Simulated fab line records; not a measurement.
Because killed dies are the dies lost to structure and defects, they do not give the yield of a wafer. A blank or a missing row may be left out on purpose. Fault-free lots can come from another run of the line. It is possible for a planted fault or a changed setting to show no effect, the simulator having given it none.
One fault seen from 3 desks	flow n5Finfet	each desk has only its own numbers; what lay behind them comes last

METROLOGY DESK
Means of the sampled wafers that have a number, per lot and without regard to the tool the lot ran on: this is what the gauges read. The brackets show how far a lot's mean lies from the usual mean; more than 4 standard deviations puts the lot out of limits, marked OUT. 7 of its 12 readings are shown, namely those furthest out on some lot.
Columns: A = cdNm at N5_FIN_SAQP_CD_MEAS_16, usual 35.6 nm; B = DIBL_P at N5_BEOL_M4_RC_MEAS_101, usual 35.8 mV/V; C = IOFF_N at N5_BEOL_M4_RC_MEAS_101, usual 0.151 nA/um; D = IOFF_P at N5_BEOL_M4_RC_MEAS_101, usual 0.204 nA/um; E = SS_N at N5_BEOL_M4_RC_MEAS_101, usual 71.4 mV/dec; F = SS_P at N5_BEOL_M4_RC_MEAS_101, usual 73.3 mV/dec; G = VT_N at N5_BEOL_M4_RC_MEAS_101, usual 250.5 mV
lot	first seen here	A	B	C	D	E	F	G
L562	day 1 20:51	35.8	36.2	0.167	0.181	71.5	73.7	248.9
L563	day 2 03:44	35.9	36.5	0.158	0.208	71.1	73.3	249.8
L564	day 2 08:50	35.4	38.8	0.195	0.239	72.4	74.2	246.7
L565	day 2 14:49	35.4	38.0	0.163	0.219	71.8	73.8	248.6
L566	day 2 20:47	36.0	37.3	0.158	0.217	71.3	73.9	249.0
L576	day 5 09:23	35.4	37.3	0.161	0.244	71.6	73.4	249.2
L579	day 6 04:58	35.4	34.6	0.135	0.178	71.2	73.1	252.5
L581	day 6 14:47	35.0	35.0	0.147	0.220	71.4	73.4	249.2
L582	day 6 20:46	36.0	36.6	0.145	0.230	71.6	73.5	251.8
Finding of this desk: none of the 9 lots has anything out of limits.

THE DEFECT DESK
For each lot, the counts of the inspections along the route, averaged over the sampled wafers that have a number. The brackets show how far a lot's mean lies from the usual mean; more than 4 standard deviations puts the lot out of limits, marked OUT.
Columns: A = rawDefectCount at N5_FIN_SAQP_INSPECT_18, usual 412; B = rawDefectCount at N5_FIN_SAQP_INSPECT_40, usual 223; C = rawDefectCount at N5_FIN_CUT_INSPECT_10, usual 41
lot	first seen here	A	B	C
L562	day 1 21:29	540	213	40
L563	day 2 04:33	419	273	57
L564	day 2 09:37	694	465 (+4.2) OUT	327 (+26) OUT
L565	day 2 15:38	572	464 (+4.2) OUT	335 (+27) OUT
L566	day 2 21:32	438	235	36
L576	day 5 10:08	475	191	34
L579	day 6 05:44	277	164	36
L581	day 6 15:25	424	235	46
L582	day 6 21:24	444	200	30
This desk finds L564, L565 out of limits, L564 being first, at day 2 15:07 (rawDefectCount at N5_FIN_SAQP_INSPECT_40). L562, L563, L566, L576, L579, L581, L582 stayed within limits.

AT THE TOOL OWNER'S DESK: pecvd-03
The tool's own readings at N5_FIN_SAQP_HM_DEP_72 (deposits SiO2 from SiH4/N2O, target thk 12 nm, time 7.2 s): means of the sampled wafers that have a number, for each lot that ran on this tool. The brackets show how far a lot's mean lies from the usual mean; more than 4 standard deviations puts the lot out of limits, marked OUT.
Columns: A = chamberPressureTorr at N5_FIN_SAQP_HM_DEP_72, usual 0.7499 Torr; B = heaterPowerW at N5_FIN_SAQP_HM_DEP_72, usual 789 W; C = showerheadPlenumPTorr at N5_FIN_SAQP_HM_DEP_72, usual 8.11 Torr
lot	first seen here	A	B	C
L562	day 1 21:05	0.7498	793	8.06
L563	day 2 04:02	0.7495	835	8.07
L564	day 2 09:05	0.7489	816	8.04
L565	day 2 15:07	0.7514	798	8.07
L581	day 6 15:02	0.7507	793	8.06
L582	day 6 21:01	0.7500	809	8.12
Finding of this desk: none of the 6 lots has anything out of limits.

TAKEN TOGETHER
The defect desk could have raised an alarm at day 2 15:07, on L564, L565.
From the metrology desk's view, nothing was out of limits.
The tool owner's desk saw nothing out of limits.
The metrology desk has L564, L565 on record, within its limits.
The tool owner's desk has L564, L565 on record, within its limits.
Every lot named ran N5_FIN_SAQP_HM_DEP_72 on pecvd-03.

WHAT THE SIMULATOR HAD INSERTED
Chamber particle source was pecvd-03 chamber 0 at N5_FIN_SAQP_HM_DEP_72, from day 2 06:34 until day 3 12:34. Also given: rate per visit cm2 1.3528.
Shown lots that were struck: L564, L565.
Hours from the fault's start to each desk's first reading out of limits: the defect desk, 9.
